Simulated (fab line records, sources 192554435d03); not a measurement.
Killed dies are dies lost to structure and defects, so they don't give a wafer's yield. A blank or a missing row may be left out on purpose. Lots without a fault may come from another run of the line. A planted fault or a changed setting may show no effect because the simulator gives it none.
Problem report in the 8D (eight disciplines) form, filled by code | flow n5_finfet | the parts of the form that need people (team, actions taken, sign-off) are left out

1. THE PROBLEM
cd_nm at N5_BEOL_M9_CD_MEAS_28 reads a mean of 71.99 nm on 9 wafers of 3 lots; wafers without a fault read 69.93 nm with a standard deviation of 0.27. That is +7.6 standard deviations from the usual mean.
The step: target cd 70 nm.
First seen on wafer L961.1, day 13 21:26, on cd_sem-03. The record holds 33 wafers of 11 lots with a number at this step. Rule for "out", or "out of limits": more than 4 standard deviations from the usual mean. The other wafers with a number count as sound.

2. WHAT IT IS AND WHAT IT IS NOT
question                    | is                     | is not
which readings at this step | cd_nm                  | -
which lots                  | L958, L961, L963       | L950, L951, L952, L953, L955, L959, L966, L969
which wafers of those lots  | all that have a number | -
read on which gauges        | cd_sem-02, cd_sem-03   | cd_sem-01
when                        | from day 13 21:26      | up to then (18 sound wafers); but 6 sound wafers of L966, L969 came after

3. SUSPECTS, AND WHAT RULES EACH OUT
Counting: a tool at a process step up to the reading stays a suspect if it ran every lot that is out and no sound lot after the first of them.
- the gauge at N5_BEOL_M9_CD_MEAS_28: ruled out. The wafers that are out were read on 2 gauges (cd_sem-02, cd_sem-03).
- euv_scanner-01 at N5_BEOL_M9_EXPOSE_25 (exposes mask V8): kept. It ran every lot that is out, first L961 (day 13 21:18), and no sound lot after that; its last sound lot up to then is L951 (day 12 09:04). Its own readings are out on those wafers: exposure_dose_mJ_cm2.
Left after counting: euv_scanner-01 at N5_BEOL_M9_EXPOSE_25.

4. THE CAUSE (what the simulator had put in)
Process parameter drift: euv_scanner-01, from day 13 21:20 on, at N5_BEOL_M9_EXPOSE_25. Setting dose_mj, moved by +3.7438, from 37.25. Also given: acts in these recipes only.
Counting left only this tool.

5. THE CHAIN OF EFFECTS, in route order
Each row: a reading whose mean over the struck wafers that have a number lies more than 3 standard deviations from the usual. Only readings for which the record gives a usual standard deviation are gone through. hours: the time from each lot's start at the first step in this table that gives one to its start at this step, as a median over the lots. sigmas: the change in usual standard deviations.
hours | step                  | reading              | usual    | on struck wafers | change | sigmas
0     | N5_BEOL_M9_EXPOSE_25  | exposure_dose_mJ_cm2 | 37.18    | 40.52            | +3.34  | +61
0     | N5_BEOL_M9_CD_MEAS_28 | cd_nm                | 69.93 nm | 71.99            | +2.06  | +7.6
The process steps in it:
- N5_BEOL_M9_EXPOSE_25: exposes mask V8.

6. WHAT WOULD HAVE CAUGHT IT SOONER
In this record the first reading out of limits at a measuring or inspecting step was taken at day 13 21:26, 0 hours after the fault began at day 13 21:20.
The tool's own readings at N5_BEOL_M9_EXPOSE_25 were out on every struck wafer that the step has a row for (exposure_dose_mJ_cm2): an alarm limit on them would have fired on the first of those.
Of the lots that are out (3), L963 began N5_BEOL_M9_EXPOSE_25 on euv_scanner-01 after day 13 21:26. A hold on the tool at that time would have spared it.
